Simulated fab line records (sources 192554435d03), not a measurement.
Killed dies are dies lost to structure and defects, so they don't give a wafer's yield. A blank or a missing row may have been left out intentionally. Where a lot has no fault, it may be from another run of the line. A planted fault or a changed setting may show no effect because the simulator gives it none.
fab line records	flow n5_finfet
[record] lots = 24	wafers = 72	last_day = 18
route steps=1938 shown BEOL_M3@1000 BEOL_M4@1040
lots that met no fault: taken from a fault-free run of the same line
start_h: hours from the record's opening day to when the first of the lot's shown wafers began	wait_h: hours from the lot's prior step to this one	" same as the row above	L1.1+2: one row covering several wafers at once	- value missing, or start not given	* or withheld: withheld	< > ~ a bound
route shown NAME@n: names a module that has steps shown in the file, with the first one's number in the route	usual: mean/standard deviation taken from wafers without a fault	same: alike in all rows	chamber/n: place in a boat	sites: each site's reading	_std_site: how widely they spread, as a standard deviation	_edge_site: inner sites' mean taken away from outer sites' mean	radius_mm: for every site, how far away it sits from the centre of the wafer	mask NAME#n: copy n	behind: the last tool/chamber to shape the wafer	hold: cause of the lot's hold/its duration in hours/its outcome	device: the n, p or np transistor that did not switch	end of line: the tests these same wafers got at the end of their route	step lacking rows: just its recipe	killed: dies that structure and defects cost at the first sort, which is not the same as the wafer's yield	map: the dies of a wafer, with x for killed, . for not killed, _ for no die there
set.NAME: setting as actually run; set.NAME@STEP: the setting as run at that earlier step	model.NAME: the simulator's own value behind a step, which no gauge read
one table for each step of the route and one row for each wafer, over a sample of lots
services: when a tool's chamber went out of use (start_h, in hours from the record's first day, below 0 if earlier), for how many hours, and the reason
[[steps]]
[step N5_BEOL_M3_SPUTTER_86]
[recipe] material = Cu	target_thk_a = 45	temp_c = -20	chamber_pressure_pa = 0.07	power_w = withheld	time_s = 8.29
[usual] chuck_gas_flow_sccm = 1.27/0.057	chuck_sensor_temp_C = -15.6/0.45	throttle_valve_pct = 29.9/0.92
lot.wafer	tool	chamber	start_h	wait_h	chuck_gas_flow_sccm	chuck_sensor_temp_C	throttle_valve_pct
L074.1	pvd_sputter-03	-	157.50	0.1	1.19	-15.6	30.0
L074.4	"	-	"	"	1.21	-15.3	30.8
L074.6	"	-	"	"	1.27	-15.7	30.9
L075.2	pvd_sputter-02	-	164.42	0.1	1.28	-15.5	28.7
L075.3	"	-	"	"	1.22	-16.1	29.9
L075.6	"	-	"	"	1.26	-15.2	28.8
L076.1	pvd_sputter-02	-	191.51	0.1	1.28	-15.1	27.6
L076.3	"	-	"	"	1.37	-15.9	30.0
L076.6	"	-	"	"	1.29	-16.1	30.6
L078.2	pvd_sputter-01	-	192.81	0.1	1.35	-15.1	30.2
L078.3	"	-	"	"	1.18	-16.1	29.2
L078.5	"	-	"	"	1.28	-15.6	30.2
L081.1	pvd_sputter-01	-	194.97	0.1	1.35	-15.0	30.4
L081.2	"	-	"	"	1.25	-15.8	30.0
L081.4	"	-	"	"	1.23	-16.5	29.1
L077.2	pvd_sputter-03	-	195.00	0.1	1.25	-15.5	31.1
L077.4	"	-	"	"	1.36	-15.8	29.9
L077.6	"	-	"	"	1.15	-16.0	29.8
L079.1	pvd_sputter-03	-	197.75	0.1	1.12	-15.6	30.4
L079.5	"	-	"	"	1.25	-15.5	31.0
L079.6	"	-	"	"	1.29	-15.5	30.1
L080.1	pvd_sputter-02	-	197.99	0.1	1.37	-16.1	30.0
L080.3	"	-	"	"	1.30	-15.1	27.7
L080.5	"	-	"	"	1.30	-15.1	28.8
L082.2	pvd_sputter-01	-	198.17	0.1	1.17	-16.5	29.4
L082.3	"	-	"	"	1.13	-15.6	30.1
L082.4	"	-	"	"	1.35	-15.1	30.5
L083.1	pvd_sputter-01	-	204.98	0.1	1.19	-14.9	29.9
L083.5	"	-	"	"	1.21	-14.7	29.8
L083.6	"	-	"	"	1.18	-16.3	29.1
L084.3	pvd_sputter-01	-	209.05	0.1	1.31	-15.6	30.0
L084.4	"	-	"	"	1.32	-15.1	30.5
L084.6	"	-	"	"	1.27	-14.9	29.9
L085.1	pvd_sputter-02	-	231.19	0.1	1.24	-15.9	30.5
L085.3	"	-	"	"	1.36	-16.0	30.2
L085.5	"	-	"	"	1.28	-16.0	29.8
L086.1	pvd_sputter-03	-	238.41	0.1	1.19	-15.6	30.3
L086.3	"	-	"	"	1.21	-15.9	29.6
L086.6	"	-	"	"	1.23	-15.5	30.8
L087.2	pvd_sputter-03	-	242.17	0.1	1.30	-15.4	30.8
L087.5	"	-	"	"	1.21	-15.6	30.1
L087.6	"	-	"	"	1.12	-15.5	31.1
L088.1	pvd_sputter-02	-	253.46	0.1	1.29	-15.9	30.3
L088.4	"	-	"	"	1.26	-15.3	28.9
L088.5	"	-	"	"	1.13	-16.1	29.9
L091.2	pvd_sputter-02	-	257.04	0.1	1.23	-15.2	28.5
L091.3	"	-	"	"	1.24	-15.9	30.3
L091.5	"	-	"	"	1.26	-15.2	28.8
L089.1	pvd_sputter-01	-	259.70	0.1	1.24	-16.4	29.3
L089.4	"	-	"	"	1.33	-15.7	29.8
L089.6	"	-	"	"	1.25	-14.9	29.8
L090.3	pvd_sputter-03	-	265.02	0.1	1.30	-15.5	30.7
L090.4	"	-	"	"	1.33	-15.7	30.3
L090.6	"	-	"	"	1.21	-15.4	30.8
L093.3	pvd_sputter-01	-	274.44	0.1	1.25	-16.2	29.5
L093.5	"	-	"	"	1.38	-15.8	30.3
L093.6	"	-	"	"	1.39	-15.1	30.3
L092.1	pvd_sputter-03	-	275.86	0.1	1.30	-15.5	30.6
L092.2	"	-	"	"	1.23	-15.6	31.1
L092.5	"	-	"	"	1.22	-15.7	30.1
L094.2	pvd_sputter-02	-	279.19	0.1	1.29	-15.2	27.7
L094.3	"	-	"	"	1.33	-15.1	28.6
L094.6	"	-	"	"	1.30	-15.1	27.7
L095.2	pvd_sputter-03	-	291.67	0.1	1.24	-15.6	30.4
L095.5	"	-	"	"	1.27	-15.6	31.2
L095.6	"	-	"	"	1.34	-16.2	29.5
L097.2	pvd_sputter-01	-	298.93	0.1	1.27	-15.6	30.3
L097.3	"	-	"	"	1.29	-16.4	29.3
L097.6	"	-	"	"	1.33	-15.1	30.5
L096.4	pvd_sputter-01	-	302.51	0.1	1.27	-16.4	29.4
L096.5	"	-	"	"	1.24	-14.9	30.1
L096.6	"	-	"	"	1.20	-16.4	29.1
[step N5_BEOL_M3_ANNEAL_51]
[recipe] temp_c = 225	time_s = 90	ambient = N2
[usual] wafer_temp_C_max = 226.1/0.4
lot.wafer	tool	chamber	start_h	wait_h	wafer_temp_C_max
L074.1	rtp_anneal-02	0	158.79	0.1	226.4
L074.4	"	0	"	"	226.0
L074.6	"	0	"	"	226.2
L075.2	rtp_anneal-02	0	165.76	0.1	226.9
L075.3	"	0	"	"	226.5
L075.6	"	0	"	"	226.0
L076.1	rtp_anneal-02	0	192.80	0.1	226.0
L076.3	"	0	"	"	226.9
L076.6	"	0	"	"	226.4
L078.2	rtp_anneal-02	0	194.17	0.1	226.8
L078.3	"	0	"	"	226.8
L078.5	"	0	"	"	226.6
L081.1	rtp_anneal-02	0	196.31	0.1	226.3
L081.2	"	0	"	"	226.2
L081.4	"	0	"	"	226.6
L077.2	rtp_anneal-01	0	196.49	0.2	225.6
L077.4	"	0	"	"	225.8
L077.6	"	0	"	"	225.8
L079.1	rtp_anneal-01	0	199.05	0.1	226.1
L079.5	"	0	"	"	225.9
L079.6	"	0	"	"	226.2
L080.1	rtp_anneal-01	0	199.32	0.1	225.8
L080.3	"	0	"	"	225.8
L080.5	"	0	"	"	225.7
L082.2	rtp_anneal-02	0	199.63	0.2	226.5
L082.3	"	0	"	"	226.7
L082.4	"	0	"	"	226.3
L083.1	rtp_anneal-01	0	206.28	0.1	225.9
L083.5	"	0	"	"	225.6
L083.6	"	0	"	"	225.8
L084.3	rtp_anneal-01	0	210.43	0.1	225.7
L084.4	"	0	"	"	225.6
L084.6	"	0	"	"	225.4
L085.1	rtp_anneal-02	0	232.48	0.1	226.3
L085.3	"	0	"	"	226.2
L085.5	"	0	"	"	226.3
L086.1	rtp_anneal-01	0	239.89	0.2	225.8
L086.3	"	0	"	"	225.9
L086.6	"	0	"	"	225.6
L087.2	rtp_anneal-01	0	243.53	0.1	225.6
L087.5	"	0	"	"	225.6
L087.6	"	0	"	"	225.7
L088.1	rtp_anneal-01	0	254.76	0.1	225.6
L088.4	"	0	"	"	225.8
L088.5	"	0	"	"	225.9
L091.2	rtp_anneal-02	0	258.42	0.1	226.0
L091.3	"	0	"	"	226.7
L091.5	"	0	"	"	226.2
L089.1	rtp_anneal-01	0	260.99	0.1	226.0
L089.4	"	0	"	"	226.5
L089.6	"	0	"	"	225.9
L090.3	rtp_anneal-01	0	266.40	0.1	226.5
L090.4	"	0	"	"	225.9
L090.6	"	0	"	"	226.0
L093.3	rtp_anneal-01	0	275.84	0.1	225.9
L093.5	"	0	"	"	225.9
L093.6	"	0	"	"	225.8
L092.1	rtp_anneal-02	0	277.15	0.1	226.3
L092.2	"	0	"	"	226.3
L092.5	"	0	"	"	226.1
L094.2	rtp_anneal-01	0	280.53	0.1	225.8
L094.3	"	0	"	"	225.6
L094.6	"	0	"	"	225.9
L095.2	rtp_anneal-01	0	293.01	0.1	225.8
L095.5	"	0	"	"	225.9
L095.6	"	0	"	"	226.3
L097.2	rtp_anneal-01	0	300.27	0.1	225.9
L097.3	"	0	"	"	225.6
L097.6	"	0	"	"	225.7
L096.4	rtp_anneal-02	0	303.94	0.2	226.8
L096.5	"	0	"	"	226.6
L096.6	"	0	"	"	226.7
[step N5_BEOL_M4_ETCH_64]
[recipe] chemistry = N2/H2	target = SOC	target_depth_a = 750	overetch_a = 225	mask_material = SiARC	temp_c = 40	time_s = 121.9	ion_energy_ev = 200	pressure_mtorr = 30	source_w = 840	bias_w = 150	n2_flow_sccm = 200	h2_flow_sccm = 200
[usual] drypump_motor_current_A = 5.9/0.44	oes_product_au = 0.63/0.063	rf_vpp_V = 524.9/2.7	showerhead_plenum_p_Torr = 2.58/0.097	throttle_valve_pct = 17.74/0.26
lot.wafer	tool	chamber	start_h	wait_h	drypump_motor_current_A	oes_product_au	rf_hours_counter_h	rf_vpp_V	showerhead_plenum_p_Torr	throttle_valve_pct
L074.1	rie_diel-06	0	161.30	0.0	6.4	0.58	123	522.8	2.57	17.75
L074.4	"	0	"	"	6.4	0.58	-	525.4	2.57	17.75
L074.6	"	1	"	"	5.8	0.63	-	523.3	2.47	17.60
L075.2	rie_diel-04	0	171.74	0.0	5.9	0.68	37	528.7	2.71	18.08
L075.3	"	2	"	"	6.0	0.63	73	529.7	2.68	17.79
L075.6	"	2	"	"	6.0	0.64	-	528.4	2.68	17.77
L076.1	rie_diel-04	1	194.75	0.0	5.9	0.72	2	524.4	2.60	17.51
L076.3	"	2	"	"	6.0	0.62	84	528.3	2.67	17.80
L076.6	"	1	"	"	5.9	0.73	-	525.2	2.60	17.52
L078.2	rie_diel-04	1	196.79	0.0	5.8	0.71	4	524.8	2.60	17.50
L078.3	"	2	"	"	5.9	0.62	85	527.5	2.67	17.80
L078.5	"	0	"	"	5.9	0.66	-	526.7	2.71	18.12
L081.1	rie_diel-04	2	200.02	0.0	6.0	0.62	87	528.9	2.67	17.79
L081.2	"	0	"	"	5.9	0.66	50	528.7	2.71	18.11
L081.4	"	0	"	"	5.9	0.66	-	526.3	2.71	18.12
L077.2	rie_diel-06	3	200.16	0.0	6.4	0.59	140	527.7	2.66	17.88
L077.4	"	0	"	"	6.4	0.57	143	523.6	2.56	17.78
L077.6	"	2	"	"	4.9	0.55	-	522.2	2.52	18.04
L079.1	rie_diel-04	1	201.09	0.0	5.8	0.70	6	524.8	2.60	17.52
L079.5	"	1	"	"	5.8	0.71	-	525.1	2.60	17.52
L079.6	"	0	"	"	5.9	0.66	-	528.1	2.71	18.12
L080.1	rie_diel-06	2	203.38	0.0	4.9	0.55	223	521.6	2.52	18.06
L080.3	"	1	"	"	5.8	0.61	99	520.6	2.46	17.64
L080.5	"	1	"	"	5.8	0.61	-	521.1	2.46	17.65
L082.2	rie_diel-04	0	203.40	0.0	5.9	0.66	52	527.0	2.71	18.13
L082.3	"	2	"	"	6.0	0.61	88	525.5	2.67	17.79
L082.4	"	2	"	"	6.0	0.62	-	528.0	2.67	17.82
L083.1	rie_diel-06	2	208.43	0.0	4.9	0.54	225	523.5	2.52	18.04
L083.5	"	0	"	"	6.4	0.57	-	523.6	2.56	17.80
L083.6	"	1	"	"	5.7	0.60	-	521.6	2.46	17.64
L084.3	rie_diel-04	0	212.98	0.0	5.9	0.65	55	527.1	2.70	18.12
L084.4	"	3	"	"	5.8	0.74	3	528.2	2.72	17.11
L084.6	"	0	"	"	5.9	0.66	-	527.4	2.71	18.14
L085.1	rie_diel-04	3	235.62	0.0	5.8	0.72	8	528.4	2.72	17.15
L085.3	"	2	"	"	6.0	0.61	97	527.8	2.67	17.84
L085.5	"	2	"	"	5.9	0.61	-	527.5	2.67	17.82
L086.1	rie_diel-06	1	244.74	0.0	5.8	0.60	115	521.1	2.45	17.67
L086.3	"	3	"	"	6.4	0.58	155	526.2	2.65	17.92
L086.6	"	0	"	"	6.4	0.56	-	522.5	2.55	17.81
L087.2	rie_diel-06	3	245.63	0.0	6.4	0.58	156	526.8	2.65	17.91
L087.5	"	1	"	"	5.8	0.59	-	522.3	2.45	17.69
L087.6	"	2	"	"	4.9	0.54	-	522.7	2.52	18.07
L088.1	rie_diel-04	1	256.81	0.0	5.8	0.67	22	526.3	2.59	17.54
L088.4	"	0	"	"	5.9	0.64	66	527.7	2.70	18.14
L088.5	"	1	"	"	5.9	0.67	-	526.3	2.59	17.56
L091.2	rie_diel-02	0	261.81	0.0	5.8	0.54	213	520.3	2.40	17.65
L091.3	"	2	"	"	5.8	0.73	11	520.2	2.47	17.28
L091.5	"	3	"	"	6.8	0.73	-	520.7	2.48	17.73
L089.1	rie_diel-02	3	263.64	0.0	6.8	0.73	3	521.6	2.48	17.73
L089.4	"	2	"	"	5.9	0.73	11	523.1	2.47	17.28
L089.6	"	2	"	"	5.8	0.73	-	522.4	2.47	17.29
L090.3	rie_diel-02	3	268.68	0.0	6.8	0.72	4	523.3	2.48	17.74
L090.4	"	0	"	"	5.8	0.53	215	520.0	2.40	17.66
L090.6	"	3	"	"	6.8	0.72	-	522.0	2.48	17.74
L093.3	rie_diel-02	2	278.15	0.0	5.8	0.73	16	521.8	2.47	17.29
L093.5	"	3	"	"	6.8	0.71	-	522.0	2.48	17.73
L093.6	"	2	"	"	5.9	0.72	-	522.1	2.47	17.30
L092.1	rie_diel-04	1	281.60	0.0	5.8	0.65	31	524.9	2.59	17.55
L092.2	"	2	"	"	6.0	0.60	114	527.4	2.66	17.83
L092.5	"	2	"	"	6.0	0.60	-	526.5	2.66	17.85
L094.2	rie_diel-04	0	282.83	0.0	5.9	0.63	75	527.4	2.70	18.16
L094.3	"	2	"	"	6.0	0.61	115	527.5	2.66	17.84
L094.6	"	0	"	"	5.9	0.63	-	528.1	2.70	18.15
L095.2	rie_diel-06	3	296.92	0.0	6.4	0.57	177	526.3	2.64	17.94
L095.5	"	3	"	"	6.4	0.56	-	525.7	2.64	17.96
L095.6	"	2	"	"	5.0	0.76	-	522.3	2.51	17.66
L097.2	rie_diel-02	1	303.96	0.0	6.3	0.61	102	524.2	2.55	17.75
L097.3	"	3	"	"	6.8	0.69	16	522.7	2.47	17.77
L097.6	"	2	"	"	5.9	0.71	-	523.3	2.47	17.31
L096.4	rie_diel-06	1	307.44	0.0	5.7	0.58	140	522.0	2.44	17.72
L096.5	"	3	"	"	6.4	0.56	-	527.3	2.64	17.96
L096.6	"	2	"	"	4.9	0.73	-	524.1	2.51	17.68
[step N5_BEOL_M4_OVL_MEAS_29]
[recipe] points_per_wafer = 522
[usual] V3_OVL = 0.5/0.79
lot.wafer	tool	chamber	start_h	wait_h	V3_OVL[nm]
L074.1	overlay-01	0	162.20	0.0	1.4
L074.4	"	0	"	"	-0.4
L074.6	"	0	"	"	0.1
L075.2	overlay-02	0	172.49	0.0	1.8
L075.3	"	0	"	"	1.4
L075.6	"	0	"	"	0.9
L076.1	overlay-02	0	195.64	0.0	1.3
L076.3	"	0	"	"	2.1
L076.6	"	0	"	"	0.9
L078.2	overlay-01	0	197.54	0.0	0.8
L078.3	"	0	"	"	0.3
L078.5	"	0	"	"	0.3
L081.1	overlay-01	0	200.98	0.0	0.1
L081.2	"	0	"	"	1.2
L081.4	"	0	"	"	1.7
L077.2	overlay-01	0	201.16	0.0	0.4
L077.4	"	0	"	"	0.7
L077.6	"	0	"	"	-0.1
L079.1	overlay-01	0	201.92	0.0	0.1
L079.5	"	0	"	"	0.2
L079.6	"	0	"	"	-0.2
L080.1	overlay-02	0	204.20	0.0	-0.8
L080.3	"	0	"	"	-0.5
L080.5	"	0	"	"	-1.2
L082.2	overlay-02	0	204.39	0.0	1.2
L082.3	"	0	"	"	1.8
L082.4	"	0	"	"	0.2
L083.1	overlay-02	0	209.26	0.0	1.0
L083.5	"	0	"	"	1.0
L083.6	"	0	"	"	0.8
L084.3	overlay-01	0	213.84	0.0	1.8
L084.4	"	0	"	"	-0.6
L084.6	"	0	"	"	-0.2
L085.1	overlay-01	0	236.33	0.0	0.3
L085.3	"	0	"	"	0.2
L085.5	"	0	"	"	0.4
L086.1	overlay-01	0	245.54	0.0	1.6
L086.3	"	0	"	"	1.1
L086.6	"	0	"	"	0.5
L087.2	overlay-02	0	246.43	0.0	-1.2
L087.5	"	0	"	"	1.1
L087.6	"	0	"	"	-0.2
L088.1	overlay-02	0	257.64	0.0	0.2
L088.4	"	0	"	"	1.9
L088.5	"	0	"	"	1.2
L091.2	overlay-02	0	262.65	0.0	-1.1
L091.3	"	0	"	"	1.0
L091.5	"	0	"	"	-0.2
L089.1	overlay-01	0	264.34	0.0	0.3
L089.4	"	0	"	"	0.2
L089.6	"	0	"	"	-1.2
L090.3	overlay-02	0	269.43	0.0	0.7
L090.4	"	0	"	"	-1.5
L090.6	"	0	"	"	-0.8
L093.3	overlay-02	0	278.87	0.0	1.9
L093.5	"	0	"	"	0.8
L093.6	"	0	"	"	-0.3
L092.1	overlay-01	0	282.52	0.0	-0.3
L092.2	"	0	"	"	-0.1
L092.5	"	0	"	"	0.6
L094.2	overlay-02	0	283.60	0.0	-0.5
L094.3	"	0	"	"	-0.4
L094.6	"	0	"	"	-0.7
L095.2	overlay-02	0	297.69	0.0	-0.3
L095.5	"	0	"	"	0.1
L095.6	"	0	"	"	0.1
L097.2	overlay-02	0	304.93	0.0	1.4
L097.3	"	0	"	"	0.9
L097.6	"	0	"	"	0.9
L096.4	overlay-01	0	308.34	0.0	0.8
L096.5	"	0	"	"	-0.2
L096.6	"	0	"	"	0.9
[step N5_BEOL_M4_DESCUM_33]
[recipe] chemistry = O2	time_s = 7	source_power_w = 50	bias_power_w = 20	pressure_mtorr = 20	rf_frequency_hz = 2.712e+07	temp_c = 40	resist = CAR-EUV	o2_flow_sccm = 225
[usual] drypump_motor_current_A = 6.0/0.44	oes_product_au = 0.80/0.094	rf_vpp_V = 243.4/1.3	showerhead_plenum_p_Torr = 2.11/0.07	throttle_valve_pct = 20.36/0.22
lot.wafer	tool	chamber	start_h	wait_h	drypump_motor_current_A	oes_product_au	rf_hours_counter_h	rf_vpp_V	showerhead_plenum_p_Torr	throttle_valve_pct
L074.1	rie_diel-06	1	162.52	0.3	5.7	0.82	79	241.1	2.04	20.23
L074.4	"	0	"	"	6.4	0.75	-	243.8	2.10	20.15
L074.6	"	2	"	"	4.9	0.73	-	242.2	2.09	20.55
L075.2	rie_diel-02	3	173.32	0.8	6.8	0.69	229	242.9	2.05	20.83
L075.3	"	0	"	"	5.8	0.73	175	241.7	2.02	20.41
L075.6	"	3	"	"	6.8	0.70	-	242.3	2.05	20.81
L076.1	rie_diel-06	3	196.31	0.6	6.4	0.77	138	243.9	2.20	20.49
L076.3	"	1	"	"	5.7	0.80	96	243.6	2.04	20.27
L076.6	"	2	"	"	4.9	0.71	-	242.5	2.08	20.57
L078.2	rie_diel-04	2	197.62	0.0	5.9	0.83	85	244.3	2.19	20.32
L078.3	"	0	"	"	5.9	0.86	49	245.5	2.20	20.53
L078.5	"	0	"	"	5.9	0.86	-	244.7	2.20	20.52
L081.1	rie_diel-02	0	201.26	0.2	5.7	0.71	186	242.4	2.01	20.42
L081.2	"	3	"	"	6.8	0.68	240	241.5	2.04	20.83
L081.4	"	2	"	"	5.8	0.69	246	240.7	2.05	20.42
L077.2	rie_diel-04	2	201.31	0.1	5.9	0.83	87	244.3	2.19	20.33
L077.4	"	0	"	"	5.9	0.86	-	245.3	2.20	20.52
L077.6	"	1	"	"	5.8	0.96	-	242.8	2.13	20.15
L079.1	rie_diel-02	3	202.07	0.1	6.8	0.68	240	242.6	2.04	20.84
L079.5	"	2	"	"	5.9	0.71	-	243.6	2.05	20.41
L079.6	"	1	"	"	6.3	0.84	-	244.1	2.12	20.47
L080.1	rie_diel-04	2	204.30	0.0	5.9	0.82	89	243.6	2.19	20.32
L080.3	"	1	"	"	5.8	0.95	7	243.7	2.13	20.15
L080.5	"	2	"	"	6.0	0.82	-	245.6	2.19	20.31
L082.2	rie_diel-02	3	204.48	0.0	6.8	0.68	241	244.4	2.04	20.85
L082.3	"	0	"	"	5.7	0.71	188	240.6	2.01	20.42
L082.4	"	2	"	"	5.9	0.70	247	242.8	2.05	20.42
L083.1	rie_diel-06	3	209.35	0.0	6.4	0.77	143	243.3	2.19	20.49
L083.5	"	1	"	"	5.8	0.80	-	242.8	2.03	20.30
L083.6	"	0	"	"	6.4	0.74	-	243.7	2.09	20.17
L084.3	rie_diel-06	1	213.93	0.0	5.8	0.80	103	240.9	2.03	20.27
L084.4	"	0	"	"	6.4	0.74	148	243.1	2.09	20.20
L084.6	"	2	"	"	4.9	0.71	-	243.9	2.08	20.58
L085.1	rie_diel-02	1	236.42	0.0	6.3	0.82	76	243.1	2.12	20.47
L085.3	"	2	"	"	5.9	1.01	0	241.9	2.05	20.12
L085.5	"	0	"	"	5.8	0.70	-	240.8	2.01	20.44
L086.1	rie_diel-02	1	245.65	0.0	6.3	0.80	80	244.7	2.12	20.50
L086.3	"	2	"	"	5.9	0.99	4	241.8	2.05	20.10
L086.6	"	2	"	"	5.9	0.99	-	242.2	2.05	20.09
L087.2	rie_diel-02	0	246.52	0.0	5.8	0.69	207	241.9	2.01	20.46
L087.5	"	0	"	"	5.8	0.70	-	240.5	2.01	20.45
L087.6	"	1	"	"	6.3	0.81	-	242.6	2.12	20.48
L088.1	rie_diel-06	3	258.06	0.4	6.4	0.76	160	244.1	2.19	20.54
L088.4	"	0	"	"	6.4	0.71	164	243.4	2.08	20.23
L088.5	"	3	"	"	6.4	0.75	-	244.7	2.19	20.52
L091.2	rie_diel-06	2	262.73	0.0	4.9	0.69	245	241.0	2.08	20.60
L091.3	"	3	"	"	6.4	0.75	162	244.1	2.19	20.52
L091.5	"	3	"	"	6.4	0.76	-	245.4	2.19	20.51
L089.1	rie_diel-04	0	264.57	0.0	5.9	0.84	69	243.4	2.20	20.54
L089.4	"	2	"	"	5.9	0.80	108	245.5	2.18	20.34
L089.6	"	0	"	"	5.9	0.84	-	244.6	2.20	20.57
L090.3	rie_diel-02	3	269.51	0.0	6.8	0.96	5	242.3	2.04	20.37
L090.4	"	2	"	"	5.9	0.96	14	244.7	2.05	20.12
L090.6	"	0	"	"	5.8	0.69	-	241.2	2.00	20.46
L093.3	rie_diel-06	0	278.95	0.0	6.4	0.71	172	242.8	2.08	20.24
L093.5	"	3	"	"	6.4	0.75	-	243.4	2.18	20.52
L093.6	"	0	"	"	6.4	0.72	-	243.6	2.08	20.23
L092.1	rie_diel-02	2	282.61	0.0	5.9	0.94	18	242.0	2.05	20.12
L092.2	"	3	"	"	6.8	0.93	9	241.8	2.04	20.37
L092.5	"	1	"	"	6.3	0.80	-	244.9	2.11	20.50
L094.2	rie_diel-04	0	283.69	0.0	5.9	0.83	76	245.4	2.19	20.56
L094.3	"	3	"	"	5.8	0.92	26	245.5	2.23	19.84
L094.6	"	3	"	"	5.8	0.91	-	246.1	2.23	19.83
L095.2	rie_diel-06	0	298.15	0.4	6.4	0.71	180	244.1	2.08	20.23
L095.5	"	2	"	"	4.9	0.99	-	243.1	2.07	20.26
L095.6	"	3	"	"	6.4	0.74	-	242.7	2.18	20.54
L097.2	rie_diel-04	0	305.01	0.0	5.9	0.82	83	243.9	2.19	20.57
L097.3	"	1	"	"	5.9	0.86	38	244.6	2.12	20.20
L097.6	"	3	"	"	5.8	0.90	-	244.8	2.23	19.86
L096.4	rie_diel-04	2	308.41	0.0	6.0	0.77	125	243.6	2.17	20.40
L096.5	"	1	"	"	5.8	0.87	-	244.1	2.12	20.19
L096.6	"	2	"	"	6.0	0.79	-	244.7	2.17	20.37
[step N5_BEOL_M4_OCD_MEAS_38]
[usual] trench_depth_nm = 54.7/1.2
lot.wafer	tool	chamber	start_h	wait_h	trench_depth_nm
L074.1	ocd-01	-	171.50	-	53.8
L074.4	"	-	"	"	54.8
L074.6	"	-	"	"	53.7
L075.2	ocd-01	-	174.20	-	56.2
L075.3	"	-	"	"	54.6
L075.6	"	-	"	"	54.4
L076.1	ocd-01	-	199.42	-	55.8
L076.3	"	-	"	"	55.7
L076.6	"	-	"	"	53.6
L078.2	ocd-02	-	199.50	-	53.6
L078.3	"	-	"	"	54.8
L078.5	"	-	"	"	53.0
L081.1	ocd-02	-	203.35	-	55.0
L081.2	"	-	"	"	54.8
L081.4	"	-	"	"	53.7
L077.2	ocd-02	-	206.96	-	56.5
L077.4	"	-	"	"	56.4
L077.6	"	-	"	"	54.1
L079.1	ocd-02	-	207.36	-	53.2
L079.5	"	-	"	"	55.0
L079.6	"	-	"	"	54.9
L080.1	ocd-02	-	210.13	-	55.9
L080.3	"	-	"	"	55.0
L080.5	"	-	"	"	54.2
L082.2	ocd-01	-	211.14	-	55.8
L082.3	"	-	"	"	57.6
L082.4	"	-	"	"	54.3
L083.1	ocd-02	-	216.48	-	54.7
L083.5	"	-	"	"	54.4
L083.6	"	-	"	"	53.2
L084.3	ocd-02	-	229.14	-	54.9
L084.4	"	-	"	"	52.8
L084.6	"	-	"	"	54.8
L085.1	ocd-02	-	238.13	-	54.8
L085.3	"	-	"	"	53.0
L085.5	"	-	"	"	53.0
L086.1	ocd-02	-	249.44	-	54.1
L086.3	"	-	"	"	57.0
L086.6	"	-	"	"	54.4
L087.2	ocd-01	-	249.50	-	54.8
L087.5	"	-	"	"	54.7
L087.6	"	-	"	"	53.8
L088.1	ocd-02	-	263.41	-	54.1
L088.4	"	-	"	"	54.7
L088.5	"	-	"	"	53.6
L091.2	ocd-02	-	267.95	-	56.0
L091.3	"	-	"	"	57.6
L091.5	"	-	"	"	56.1
L089.1	ocd-01	-	268.44	-	55.1
L089.4	"	-	"	"	54.3
L089.6	"	-	"	"	54.1
L090.3	ocd-01	-	272.44	-	53.8
L090.4	"	-	"	"	52.1
L090.6	"	-	"	"	54.3
L093.3	ocd-01	-	281.81	-	55.2
L093.5	"	-	"	"	53.4
L093.6	"	-	"	"	55.5
L092.1	ocd-01	-	286.27	-	55.5
L092.2	"	-	"	"	55.6
L092.5	"	-	"	"	55.5
L094.2	ocd-02	-	286.27	-	55.3
L094.3	"	-	"	"	52.7
L094.6	"	-	"	"	54.8
L095.2	ocd-02	-	303.54	-	53.0
L095.5	"	-	"	"	55.3
L095.6	"	-	"	"	56.3
L097.2	ocd-02	-	310.17	-	57.1
L097.3	"	-	"	"	55.0
L097.6	"	-	"	"	54.8
L096.4	ocd-01	-	310.80	-	53.4
L096.5	"	-	"	"	55.5
L096.6	"	-	"	"	53.1
[[services]]
tool	chamber	start_h	hours	kind
rie_diel-04	-	137.64	1.0	repair
pvd_sputter-02	-	138.18	3.5	repair
rie_diel-02	-	158.13	14.6	pm
rie_diel-04	1	166.78	-	clean
rie_diel-04	1	166.78	-	consumable_replace:focus_ring
rie_diel-04	1	166.78	21.4	scheduled_down
rie_diel-04	1	166.78	21.4	vent_cycle
rie_diel-04	3	188.31	-	clean
rie_diel-04	3	188.31	-	consumable_replace:focus_ring
rie_diel-04	3	188.31	-	consumable_replace:showerhead
rie_diel-04	3	188.31	15.4	scheduled_down
rie_diel-04	3	188.31	15.4	vent_cycle
rie_diel-06	2	189.17	6.4	repair
rie_diel-06	-	195.09	0.2	repair
rie_diel-02	2	211.37	-	clean
rie_diel-02	2	211.37	-	consumable_replace:focus_ring
rie_diel-02	2	211.37	23.8	scheduled_down
rie_diel-02	2	211.37	23.8	vent_cycle
rie_diel-02	3	235.38	-	clean
rie_diel-06	2	274.97	-	clean
rie_diel-06	2	274.97	-	consumable_replace:focus_ring
rie_diel-06	2	274.97	20.6	scheduled_down
rie_diel-06	2	274.97	20.6	vent_cycle
rie_diel-06	-	279.75	0.6	repair
[[key]]
fault none
